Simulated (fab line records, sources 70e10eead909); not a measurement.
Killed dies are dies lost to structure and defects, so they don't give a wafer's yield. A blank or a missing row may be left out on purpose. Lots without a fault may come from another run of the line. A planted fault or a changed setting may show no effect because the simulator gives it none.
fab line records | flow nand_harc | part 1 of 2: steps 1 to 3 of 6
record lots=19 wafers=57 last_day=25
route steps=1159 shown P_ZERO_WELL@16 P_STI@89 P_GATE@148 P_M0@282
lots that met no fault: from a run of the same line without faults
start_h: hours from the record's first day to the start of the lot's first wafer shown | wait_h: hours since the lot's step before | " the same as in the row above | L1.1+2: a row that stands for several wafers | - no value, or no start given | * or withheld: withheld | < > ~ a bound
route shown NAME@n: a module of which the file shows steps, and the number in the route of the first | usual: mean/standard deviation of fault-free wafers | same: alike in all rows | chamber/n: place in a boat | sites: the reading at each site | _std_site: their standard deviation | _edge_site: outer sites' mean less inner sites' | radius_mm: how far each site lies from the wafer's centre | mask NAME#n: copy n | behind: the tool/chamber that last shaped the wafer | hold: why the lot was held/for how many hours/how that ended | device: the transistor (n, p or np) that didn't switch | end of line: the same wafers' tests at the end of the route | a step without rows: its recipe alone | killed: dies lost to structure and defects at the first sort, not the wafer's yield | map: a wafer's dies, x killed, . not, _ none there
set.NAME: the setting as run; set.NAME@STEP: as run at that earlier step | model.NAME: the simulator's own value behind a step, which no gauge read
steps of the route over a sample of lots; a table a step, a row a wafer
services: from which hour (start_h, from the record's first day; less than 0 if before it) a tool's chamber was out of use, for how many hours, and why
## steps
# step NHARC_P_ZERO_WELL_DESCUM_13
# recipe time_s=3 o2_flow_sccm=200 ar_flow_sccm=0 bias_power_w=0 chemistry=O2
# usual chamber_pressure_mTorr=60.01/0.055 drypump_motor_current_A=6.0/0.41 oes_product_au=1.002/0.012 rf_vpp_V=58.0/0.86 showerhead_plenum_p_Torr=1.95/0.054 throttle_valve_pct=11.312/0.0094
# same bias_power_w=0
# columns lot.wafer tool chamber start_h wait_h chamber_pressure_mTorr drypump_motor_current_A oes_product_au rf_hours_counter_h rf_vpp_V showerhead_plenum_p_Torr throttle_valve_pct
L074.1 rie_diel-10 1 13.54 - 60.04 5.6 1.021 0 57.2 1.98 11.311
L074.5 " 2 " " 60.03 6.1 1.005 - 58.9 1.93 11.304
L074.6 " 3 " " 60.06 6.6 1.019 - 58.2 2.05 11.303
L075.1 rie_diel-09 1 19.41 - 59.91 6.3 0.989 10 58.0 1.91 11.298
L075.2 " 2 " " 60.00 5.1 1.013 9 58.1 1.95 11.299
L075.3 " 3 " " 59.97 6.0 0.993 8 57.3 1.91 11.314
L076.3 rie_diel-04 3 25.51 - 60.10 6.4 0.993 4 57.9 1.93 11.323
L076.1 " 0 " " 59.99 6.0 0.999 3 57.1 1.93 11.309
L076.5 " 3 " " 60.09 6.4 0.986 - 58.1 1.94 11.319
L077.1 rie_diel-04 2 31.48 - 59.96 6.4 0.991 4 56.7 1.89 11.312
L077.2 " 3 " " 59.93 6.4 0.980 5 57.6 1.93 11.311
L077.6 " 0 " " 60.04 6.0 0.993 - 57.9 1.93 11.335
L078.4 rie_diel-04 3 37.48 - 59.97 6.4 0.995 6 57.1 1.93 11.310
L078.3 " 1 " " 59.94 6.0 1.008 4 58.5 1.89 11.312
L078.6 " 2 " " 60.03 6.4 1.000 - 58.4 1.89 11.310
L079.2 rie_diel-10 2 43.32 - 60.05 6.1 1.012 3 57.4 1.93 11.318
L079.3 " 3 " " 60.07 6.6 1.013 3 59.3 2.05 11.308
L079.6 " 1 " " 60.08 5.6 1.018 - 58.7 1.98 11.303
L081.4 rie_diel-04 0 55.28 - 59.97 6.0 1.007 4 59.8 1.93 11.297
L081.3 " 2 " " 59.99 6.4 0.989 6 56.6 1.89 11.310
L081.6 " 1 " " 60.06 6.0 0.995 - 58.1 1.89 11.305
L083.1 rie_diel-10 0 67.41 - 60.06 5.7 0.998 4 58.7 1.97 11.304
L083.2 " 2 " " 60.11 6.1 0.990 4 60.0 1.92 11.308
L083.5 " 3 " " 59.99 6.6 1.016 - 58.3 2.05 11.306
L084.1 rie_diel-09 3 73.41 - 59.98 6.0 0.997 11 59.8 1.91 11.327
L084.6 " 2 " " 59.99 5.1 1.005 - 57.9 1.95 11.308
L084.5 " 3 " " 59.98 6.0 1.001 - 57.8 1.91 11.308
L085.2 rie_diel-10 1 79.41 - 60.04 5.6 1.014 4 57.4 1.98 11.312
L085.5 " 3 " " 60.06 6.6 1.016 - 59.1 2.05 11.298
L085.6 " 0 " " 60.05 5.7 0.998 - 57.7 1.97 11.319
L086.1 rie_diel-04 1 85.40 - 59.98 6.0 1.011 6 58.5 1.89 11.315
L086.3 " 2 " " 59.99 6.4 0.997 8 58.4 1.89 11.314
L086.5 " 1 " " 60.04 6.0 0.998 - 56.7 1.89 11.304
L087.3 rie_diel-04 2 91.29 - 59.94 6.4 1.006 8 59.3 1.89 11.320
L087.2 " 3 " " 59.99 6.4 0.990 9 58.9 1.93 11.306
L087.1 " 0 " " 59.98 6.0 1.020 6 57.7 1.93 11.322
L090.3 rie_diel-10 3 109.47 - 60.12 6.6 0.999 8 59.6 2.05 11.297
L090.1 " 2 " " 60.11 6.0 0.990 9 57.5 1.92 11.307
L090.5 " 0 " " 60.07 5.7 0.992 - 57.6 1.97 11.306
L091.4 rie_diel-10 2 115.43 - 60.02 6.1 1.000 9 58.3 1.92 11.310
L091.6 " 0 " " 60.01 5.7 1.010 - 58.4 1.97 11.307
L091.5 " 1 " " 60.06 5.6 1.012 - 58.1 1.98 11.319
L092.3 rie_diel-04 2 121.30 - 59.94 6.4 1.003 0 59.0 1.89 11.300
L092.1 " 0 " " 60.12 6.1 1.021 0 58.3 1.93 11.288
L092.4 " 0 " " 60.02 6.0 1.012 - 56.9 1.93 11.308
L093.3 rie_diel-10 0 127.28 - 59.94 5.7 1.004 9 57.6 1.97 11.329
L093.4 " 1 " " 59.99 5.6 1.004 10 58.1 1.98 11.302
L093.1 " 2 " " 60.04 6.1 0.985 9 57.6 1.92 11.297
L094.1 rie_diel-10 2 133.68 - 59.99 6.1 0.984 10 57.5 1.92 11.313
L094.3 " 0 " " 60.05 5.7 1.015 9 57.9 1.96 11.315
L094.6 " 1 " " 60.19 5.6 1.018 - 59.0 1.98 11.310
L095.3 rie_diel-09 0 139.46 - 59.98 5.3 0.994 5 59.2 2.04 11.320
L095.6 " 3 " " 60.02 6.0 1.014 - 58.4 1.91 11.298
L095.5 " 0 " " 60.04 5.3 1.001 - 56.9 2.04 11.317
L097.4 rie_diel-10 2 151.26 - 60.04 6.1 1.000 11 57.1 1.92 11.300
L097.1 " 3 " " 59.96 6.6 1.009 11 60.3 2.05 11.330
L097.3 " 0 " " 60.00 5.7 1.008 11 57.7 1.96 11.330
# step NHARC_P_ZERO_WELL_ETCH_63
# recipe target_depth_a=1200 time_s=40.1 hbr_flow_sccm=150 cl2_flow_sccm=50 rf_w=400 icp_w=400 bias_w=100 chemistry=HBr/Cl2
# usual chamber_pressure_mTorr=14.998/0.012 drypump_motor_current_A=6.0/0.45 he_backside_leak_sccm=2.75/0.28 oes_product_au=1.001/0.015 throttle_valve_pct=26.405/0.0097
# columns lot.wafer tool chamber start_h wait_h chamber_pressure_mTorr drypump_motor_current_A he_backside_leak_sccm oes_product_au rf_hours_counter_h throttle_valve_pct
L074.1 rie_si-01 0 13.81 - 14.990 5.3 2.53 0.988 0.6 26.393
L074.5 " 1 " " 15.014 6.0 2.47 0.974 - 26.406
L074.6 " 2 " " 14.998 6.6 2.96 0.992 - 26.399
L075.1 rie_si-03 0 19.66 - 14.987 5.5 2.90 0.998 0.3 26.391
L075.2 " 1 " " 15.013 5.3 2.99 1.004 0.3 26.391
L075.3 " 2 " " 14.991 6.2 2.90 1.043 0.3 26.410
L076.1 rie_si-01 2 25.76 - 14.997 6.6 2.92 1.000 0.8 26.402
L076.3 " 3 " " 15.003 6.4 2.72 1.006 0.7 26.426
L076.5 " 3 " " 14.999 6.4 2.61 1.005 - 26.397
L077.1 rie_si-01 2 31.72 - 15.006 6.6 2.86 0.984 0.8 26.422
L077.2 " 1 " " 15.000 6.0 2.31 0.993 0.8 26.409
L077.6 " 3 " " 14.999 6.4 2.78 0.994 - 26.396
L078.3 rie_si-03 1 37.73 - 15.006 5.3 2.78 1.002 0.5 26.401
L078.4 " 3 " " 14.995 6.2 2.58 1.019 0.4 26.391
L078.6 " 2 " " 14.999 6.2 2.81 1.034 - 26.412
L079.3 rie_si-01 3 43.57 - 15.009 6.4 2.92 1.001 0.9 26.391
L079.2 " 2 " " 15.005 6.6 2.89 0.992 0.9 26.404
L079.6 " 0 " " 15.003 5.3 2.54 0.997 - 26.405
L081.3 rie_si-01 3 55.56 - 14.982 6.4 2.87 0.999 1.0 26.394
L081.4 " 0 " " 14.975 5.3 2.56 0.990 0.9 26.409
L081.6 " 2 " " 15.006 6.6 2.88 0.996 - 26.404
L083.2 rie_si-03 2 67.66 - 14.995 6.2 2.98 1.027 0.6 26.391
L083.1 " 3 " " 15.017 6.2 2.78 1.013 0.6 26.402
L083.5 " 3 " " 14.970 6.2 2.77 1.016 - 26.412
L084.1 rie_si-06 0 73.68 - 15.019 6.2 2.70 1.003 0.5 26.409
L084.6 " 3 " " 14.990 5.9 2.64 0.981 - 26.415
L084.5 " 0 " " 14.996 6.2 2.68 0.997 - 26.420
L085.2 rie_si-06 3 79.65 - 14.996 5.9 2.40 0.992 0.6 26.397
L085.5 " 3 " " 15.010 5.9 2.45 0.981 - 26.397
L085.6 " 0 " " 15.010 6.2 2.63 1.002 - 26.407
L086.1 rie_si-01 0 85.66 - 15.018 5.3 2.54 0.991 1.2 26.400
L086.3 " 2 " " 15.011 6.5 2.86 1.008 1.3 26.423
L086.5 " 0 " " 14.991 5.3 2.50 0.997 - 26.410
L087.1 rie_si-03 1 91.56 - 14.989 5.3 3.07 1.015 1.0 26.407
L087.2 " 2 " " 14.994 6.2 3.00 1.029 0.9 26.389
L087.3 " 3 " " 14.983 6.2 2.56 1.012 0.8 26.385
L090.1 rie_si-01 2 109.72 - 14.982 6.6 3.05 1.002 1.4 26.405
L090.3 " 1 " " 14.995 6.0 2.42 0.995 1.5 26.397
L090.5 " 2 " " 15.021 6.6 2.96 1.001 - 26.409
L091.4 rie_si-01 3 115.70 - 14.987 6.4 2.52 0.995 1.5 26.398
L091.5 " 1 " " 14.984 6.0 2.48 0.987 - 26.400
L091.6 " 2 " " 14.975 6.6 3.02 0.998 - 26.399
L092.3 rie_si-03 2 121.58 - 15.004 6.2 2.90 1.025 1.1 26.402
L092.4 " 0 " " 14.986 5.5 2.92 1.004 1.2 26.395
L092.1 " 1 " " 14.999 5.3 3.25 1.003 1.3 26.381
L093.4 rie_si-03 3 127.52 - 15.008 6.2 2.66 1.012 1.1 26.396
L093.1 " 1 " " 15.000 5.3 3.21 1.003 1.4 26.389
L093.3 " 2 " " 15.009 6.2 2.88 1.025 1.2 26.403
L094.3 rie_si-03 2 133.94 - 15.000 6.2 2.79 1.034 1.4 26.400
L094.1 " 3 " " 14.999 6.2 2.46 1.018 1.2 26.410
L094.6 " 2 " " 15.005 6.2 2.97 1.036 - 26.409
L095.3 rie_si-01 0 139.74 - 15.010 5.3 2.55 1.009 0.0 26.409
L095.6 " 2 " " 14.990 6.5 3.05 0.995 - 26.400
L095.5 " 3 " " 15.000 6.4 2.70 0.986 - 26.402
L097.3 rie_si-01 2 151.52 - 15.018 6.6 2.68 0.984 0.1 26.402
L097.4 " 3 " " 15.015 6.4 2.90 0.976 0.1 26.401
L097.1 " 1 " " 15.003 6.0 2.54 0.973 0.1 26.405
# step NHARC_P_STI_ETCH_31
# recipe target_depth_a=1089 time_s=54.5 cf4_flow_sccm=100 chf3_flow_sccm=30 ar_flow_sccm=0 rf_w=500 bias_w=200 chemistry=CF4/CHF3
# usual chamber_pressure_mTorr=25.00/0.032 chf3_flow_sccm=30.01/0.088 drypump_motor_current_A=5.6/0.54 oes_product_au=0.959/0.019 rf_vpp_V=370.4/2.2 showerhead_plenum_p_Torr=1.57/0.062 throttle_valve_pct=16.802/0.01
# columns lot.wafer tool chamber start_h wait_h chamber_pressure_mTorr chf3_flow_sccm drypump_motor_current_A oes_product_au rf_hours_counter_h rf_vpp_V showerhead_plenum_p_Torr throttle_valve_pct
L074.1 rie_diel-08 3 - - 25.01 30.15 5.7 0.935 4.2 372.2 1.59 16.798
L074.6 " 1 " " 25.04 29.84 5.7 0.912 - 367.1 1.49 16.803
L074.5 " 2 " " 24.99 30.04 5.7 0.934 - 369.2 1.52 16.804
L075.3 rie_diel-12 2 - - 25.04 30.12 4.7 0.987 0.3 371.4 1.56 16.794
L075.2 " 3 " " 24.97 30.00 6.2 0.960 0.3 375.8 1.70 16.792
L075.1 " 0 " " 24.97 30.12 5.0 0.978 0.4 374.5 1.62 16.827
L076.3 rie_diel-12 3 - - 25.01 29.87 6.2 0.960 0.7 375.4 1.70 16.811
L076.1 " 0 " " 25.03 29.93 5.0 0.982 0.7 372.7 1.62 16.818
L076.5 " 1 " " 25.03 30.09 5.2 0.964 - 373.4 1.65 16.790
L077.2 rie_diel-08 3 - - 25.01 29.94 5.6 0.952 5.7 371.2 1.59 16.800
L077.1 " 0 " " 24.97 30.00 5.8 0.924 5.6 371.2 1.58 16.818
L077.6 " 0 " " 25.00 29.97 5.8 0.923 - 371.5 1.59 16.789
L078.4 rie_diel-08 3 - - 24.98 29.90 5.7 0.971 5.9 370.5 1.59 16.805
L078.3 " 0 " " 25.00 30.02 5.8 0.954 5.8 370.3 1.59 16.801
L078.6 " 2 " " 25.03 29.99 5.7 0.948 - 370.4 1.52 16.797
L079.2 rie_diel-03 0 - - 24.99 30.12 4.8 1.000 0.5 366.7 1.48 16.793
L079.3 " 1 " " 25.00 30.06 5.4 0.973 0.6 370.5 1.57 16.810
L079.6 " 2 " " 24.99 30.04 6.0 0.952 - 370.5 1.58 16.797
L081.4 rie_diel-12 1 - - 25.02 30.00 5.2 0.968 1.1 372.5 1.65 16.804
L081.3 " 2 " " 24.93 29.99 4.7 0.963 1.2 369.7 1.56 16.806
L081.6 " 0 " " 24.97 30.14 5.1 0.997 - 370.7 1.62 16.794
L083.1 rie_diel-12 0 - - 24.96 30.14 5.1 0.975 1.6 372.1 1.62 16.796
L083.2 " 2 " " 25.00 29.87 4.7 0.961 1.7 370.3 1.56 16.803
L083.5 " 0 " " 25.00 30.13 5.0 0.971 - 371.0 1.62 16.802
L084.1 rie_diel-08 2 - - 24.99 29.83 5.7 0.949 8.0 368.7 1.52 16.791
L084.6 " 1 " " 24.99 29.98 5.8 0.959 - 368.4 1.49 16.798
L084.5 " 2 " " 25.00 29.88 5.7 0.935 - 368.3 1.52 16.802
L086.3 rie_diel-12 3 - - 25.01 30.14 6.2 0.973 2.1 373.6 1.70 16.818
L086.1 " 0 " " 25.01 29.88 5.1 0.988 2.0 372.8 1.62 16.795
L086.5 " 0 " " 24.98 30.14 5.1 0.992 - 371.9 1.62 16.820
L085.2 rie_diel-03 2 - - 24.99 29.95 6.0 0.976 2.5 371.3 1.58 16.805
L085.5 " 1 " " 24.97 30.02 5.4 0.986 - 372.2 1.57 16.813
L085.6 " 2 " " 25.01 29.93 5.9 0.979 - 370.2 1.58 16.792
L087.1 rie_diel-08 1 - - 24.97 30.03 5.7 0.944 8.6 368.5 1.49 16.801
L087.2 " 2 " " 25.03 29.99 5.7 0.951 10.0 368.2 1.52 16.797
L087.3 " 3 " " 25.03 30.05 5.7 0.977 9.2 370.7 1.59 16.792
L090.3 rie_diel-03 0 - - 25.02 30.05 4.8 0.965 2.0 366.6 1.48 16.808
L090.1 " 2 " " 25.04 30.07 6.0 0.985 3.5 371.5 1.57 16.791
L090.5 " 0 " " 25.02 30.09 4.8 0.975 - 368.1 1.48 16.804
L091.4 rie_diel-12 0 - - 25.01 30.01 5.0 0.957 2.7 373.3 1.62 16.813
L091.6 " 3 " " 25.03 29.98 6.2 0.942 - 374.3 1.70 16.794
L091.5 " 0 " " 24.99 29.90 5.0 0.955 - 371.9 1.62 16.794
L092.3 rie_diel-03 3 - - 24.96 30.14 6.8 0.960 3.7 368.5 1.51 16.786
L092.4 " 0 " " 24.99 30.01 4.8 0.975 2.2 366.6 1.48 16.802
L092.1 " 1 " " 24.99 30.02 5.4 0.974 3.4 371.1 1.57 16.810
L093.3 rie_diel-08 2 - - 24.98 29.94 5.7 0.937 0.8 368.1 1.51 16.805
L093.1 " 0 " " 25.01 29.99 5.8 0.937 0.7 370.4 1.58 16.791
L093.4 " 2 " " 24.99 30.00 5.7 0.945 - 368.2 1.52 16.811
L094.1 rie_diel-08 2 - - 24.99 30.00 5.7 0.965 1.5 368.3 1.51 16.806
L094.3 " 1 " " 25.00 29.91 5.8 0.970 1.6 368.2 1.49 16.797
L094.6 " 2 " " 24.94 30.06 5.7 0.971 - 368.9 1.51 16.813
L095.3 rie_diel-12 0 - - 25.00 29.98 5.1 0.931 3.3 372.3 1.62 16.809
L095.6 " 1 " " 24.99 30.02 5.2 0.915 - 373.5 1.64 16.794
L095.5 " 2 " " 24.96 29.88 4.7 0.925 - 368.4 1.56 16.797
L097.3 rie_diel-08 0 - - 24.98 30.08 5.8 0.943 2.7 371.6 1.58 16.796
L097.4 " 2 " " 25.02 29.95 5.7 0.924 2.9 368.9 1.51 16.800
L097.1 " 3 " " 24.99 29.98 5.7 0.956 2.5 371.1 1.59 16.806
